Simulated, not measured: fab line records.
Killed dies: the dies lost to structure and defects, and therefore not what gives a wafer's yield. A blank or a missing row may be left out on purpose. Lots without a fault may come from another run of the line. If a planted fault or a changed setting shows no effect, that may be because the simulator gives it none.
The tool behind it: which one? :: flow n5_finfet :: 20 lots, 60 wafers sampled, at 1 step of a route of 1938

## WHAT THE GAUGES SHOWED, per wafer
N5_GATE_CUT_INSPECT_26: inspects for defects (darkfield).
lot: L074
measured: day 4 21:35
on: defect_inspect-01
raw_defect_count: 42 43 27

lot: L075
measured: day 4 23:59
on: defect_inspect-01
raw_defect_count: 21 21 18

lot: L076
measured: day 5 06:39
on: defect_inspect-01
raw_defect_count: 45 113 54

lot: L077
measured: day 5 14:57
on: defect_inspect-01
raw_defect_count: 63 48 70

lot: L078
measured: day 6 00:02
on: defect_inspect-02
raw_defect_count: 23 30 24

lot: L081
measured: day 6 10:20
on: defect_inspect-02
raw_defect_count: 30 37 57

lot: L080
measured: day 6 12:22
on: defect_inspect-02
raw_defect_count: 46 25 46

lot: L083
measured: day 7 02:08
on: defect_inspect-01
raw_defect_count: 16 28 46

lot: L084
measured: day 7 04:55
on: defect_inspect-01
raw_defect_count: 52 38 53

lot: L085
measured: day 7 09:40
on: defect_inspect-02
raw_defect_count: 39 59 39

lot: L086
measured: day 7 15:31
on: defect_inspect-02
raw_defect_count: 48 48 25

lot: L087
measured: day 8 00:35
on: defect_inspect-02
raw_defect_count: 59 50 40

lot: L088
measured: day 8 04:49
on: defect_inspect-01
raw_defect_count: 33 21 23

lot: L089
measured: day 8 09:00
on: defect_inspect-01
raw_defect_count: 55 46 57

lot: L090
measured: day 8 17:14
on: defect_inspect-01
raw_defect_count: 38 42 49

lot: L091
measured: day 8 23:56
on: defect_inspect-02
raw_defect_count: 25 16 44

lot: L092
measured: day 9 08:26
on: defect_inspect-02
raw_defect_count: 31 19 43

lot: L093
measured: day 9 11:07
on: defect_inspect-02
raw_defect_count: 21 38 16

lot: L095
measured: day 9 23:39
on: defect_inspect-01
raw_defect_count: 24 29 45

lot: L096
measured: day 10 09:40
on: defect_inspect-01
raw_defect_count: 46 28 41

## WHAT TOOL EACH LOT RAN ON (gives the tool, then ch and the chambers of the sampled wafers, and finally the start)
There is no process step in the record ahead of these readings.

## WHAT THE TOOLS THEMSELVES READ (means of the sampled wafers that have a number; where no wafer has one, the mark that the record gives instead)
The record holds no such reading with a usual standard deviation.

## THE ANSWER, worked out from the rows above alone
Rule: the lots themselves supply what counts as usual. Put in order of their means at a reading, lots are off if they are a third of the lots or fewer, leave a main group of 4 or more, and stand apart from it by a gap of 3 or more times the standard deviation of the main group's means; of several such gaps the widest counts. If all means in a main group match to the digits the tables above print for the reading, that group is not used. Also off: a lot with no number at a reading for which 4 or more lots have one. The other lots that the step has rows for count as sound. After the gauges, taken in route order, come the tools' own readings; for these a lot's mean is taken, as printed above. The first step at which some lot is off is used, and at that step the reading that is off furthest; a lot without a number counts as furthest.
No lot is off on any of the readings shown, so nothing can be concluded from this.

## WHAT THE SIMULATOR HAD INSERTED
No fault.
